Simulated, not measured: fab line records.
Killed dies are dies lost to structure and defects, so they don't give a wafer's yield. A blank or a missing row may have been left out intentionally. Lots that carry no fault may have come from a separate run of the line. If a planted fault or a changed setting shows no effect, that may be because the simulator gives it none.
Which tool is to blame?	flow n5 finfet	11 lots, 33 wafers sampled, at 3 steps of a route of 1938

WHAT EACH GAUGE READ, for each wafer
N5_PASSIVATION_CD_MEAS_10 targets a cd of 3000 nm. Usual: cd nm reads 3001.1 nm (standard deviation 2.2).
lot	measured	on	cd nm (nm)	flag
L306	day 12 09:25	cd sem-01	2998.4 2999.8 2999.4	
L307	day 12 09:35	cd sem-02	3003.8 3001.8 3002.2	
L308	day 12 19:59	cd sem-03	3001.7 3002.3 3001.6	
L309	day 13 02:42	cd sem-03	2999.1 3002.5 3000.4	
L313	day 14 01:40	cd sem-02	3002.5 3003.8 3002.1	
L314	day 14 12:10	cd sem-02	3000.9 3001.4 2998.9	
L315	day 15 21:36	cd sem-01	3001.2 3000.2 2999.4	
L316	day 15 22:37	cd sem-01	3002.0 3000.1 3001.0	
L320	day 16 03:20	cd sem-03	2999.7 2999.6 3002.9	
L321	day 16 13:16	cd sem-03	3002.1 3003.3 3002.6	
L329	day 18 19:50	cd sem-02	3003.1 3005.7 3004.0	

EACH LOT AND THE TOOL THAT RAN IT (in order: tool; ch and the chambers of the sampled wafers; start)
lot	N5_SDB_STRIP_22	N5_PASSIVATION_PECVD_01
L306	plasma asher-01 ch 0,1, day 3 23:16	pecvd-01 ch 0,1,2, day 12 07:52
L307	plasma asher-01 ch 0,1, day 4 04:41	pecvd-02 ch 1,2, day 12 06:44
L308	plasma asher-01 ch 0,1, day 4 05:13	pecvd-03 ch 0,1, day 12 17:28
L309	plasma asher-02 ch 0,1, day 4 13:06	pecvd-03 ch 0,1, day 13 00:22
L313	plasma asher-02 ch 0,1, day 5 14:04	pecvd-03 ch 0,1, day 14 00:41
L314	plasma asher-01 ch 0,1, day 5 21:13	pecvd-02 ch 0,2, day 14 11:38
L315	plasma asher-02 ch 0,1, day 6 05:06	pecvd-01 ch 0,1,2, day 15 20:51
L316	plasma asher-02 ch 0,1, day 6 07:46	pecvd-02 ch 0,1,2, day 15 21:26
L320	plasma asher-01 ch 0,1, day 7 09:41	pecvd-03 ch 0,1,2, day 15 23:48
L321	plasma asher-01 ch 0,1, day 7 14:07	pecvd-01 ch 0,1, day 16 12:35
L329	plasma asher-02 ch 0,1, day 9 14:28	pecvd-01 ch 0,2, day 18 19:06
- N5_SDB_STRIP_22: strips in N2/H2.
- N5_PASSIVATION_PECVD_01: deposits SiNx from SiH4/NH3/N2, target thk 200 nm, time 43.2 s.

WHAT THE TOOLS THEMSELVES READ (means of the sampled wafers that have a number; where no wafer has one, the mark that the record gives instead)
N5_SDB_STRIP_22. Usual: drypump motor current A 5.5 A, standard deviation 0.59; heater power w 341 W, standard deviation 20; oes product au 0.714 a.u., standard deviation 0.0042; strip time to endpoint s 96.2 s, standard deviation 0.41.
lot	tool	drypump motor current A (A)	heater power w (W)	oes product au (a.u.)	strip time to endpoint s (s)	flag
L306	plasma asher-01	5.8	344	0.711	95.9	
L307	plasma asher-01	5.3	336	0.717	96.0	
L308	plasma asher-01	5.3	331	0.714	95.8	
L309	plasma asher-02	5.4	339	0.709	96.0	
L313	plasma asher-02	5.4	335	0.715	96.3	
L314	plasma asher-01	5.3	328	0.712	96.8	
L315	plasma asher-02	5.4	333	0.712	96.5	
L316	plasma asher-02	5.4	337	0.711	96.0	
L320	plasma asher-01	5.3	334	0.715	95.3	
L321	plasma asher-01	5.3	337	0.724	96.5	
L329	plasma asher-02	5.4	342	0.713	96.6	

N5_PASSIVATION_PECVD_01. Usual: heater power w 378 W, standard deviation 71; showerhead plenum p Torr 8.64 Torr, standard deviation 0.056; throttle valve pct 28.9 %, standard deviation 1.9.
lot	tool	heater power w (W)	showerhead plenum p Torr (Torr)	throttle valve pct (%)	flag
L306	pecvd-01	368	8.61	29.3	
L307	pecvd-02	369	8.59	28.1	
L308	pecvd-03	391	8.68	29.7	
L309	pecvd-03	354	8.71	31.3	
L313	pecvd-03	421	8.70	31.3	
L314	pecvd-02	389	8.64	27.9	
L315	pecvd-01	314	8.61	29.5	
L316	pecvd-02	393	8.62	28.4	
L320	pecvd-03	445	8.70	29.0	
L321	pecvd-01	349	8.61	30.0	
L329	pecvd-01	384	8.63	29.9	

THE ANSWER, worked out from the rows above alone
Rule: lot off if the mean of its wafers having a number is beyond 3 standard deviations from the usual mean. A lot without any number at a reading at which 4 lots or more have one is off too. Where the step has rows for the other lots, those lots are counted as sound. The gauges are gone through in route order, then the tools' own readings, and for those a lot's mean is taken as printed above. The first step at which some lot is off is used, and at that step the reading that is off furthest; a lot without a number counts as furthest.
No lot is off on any of the readings shown, so nothing can be concluded from this.

WHAT WAS PUT IN BY THE SIMULATOR
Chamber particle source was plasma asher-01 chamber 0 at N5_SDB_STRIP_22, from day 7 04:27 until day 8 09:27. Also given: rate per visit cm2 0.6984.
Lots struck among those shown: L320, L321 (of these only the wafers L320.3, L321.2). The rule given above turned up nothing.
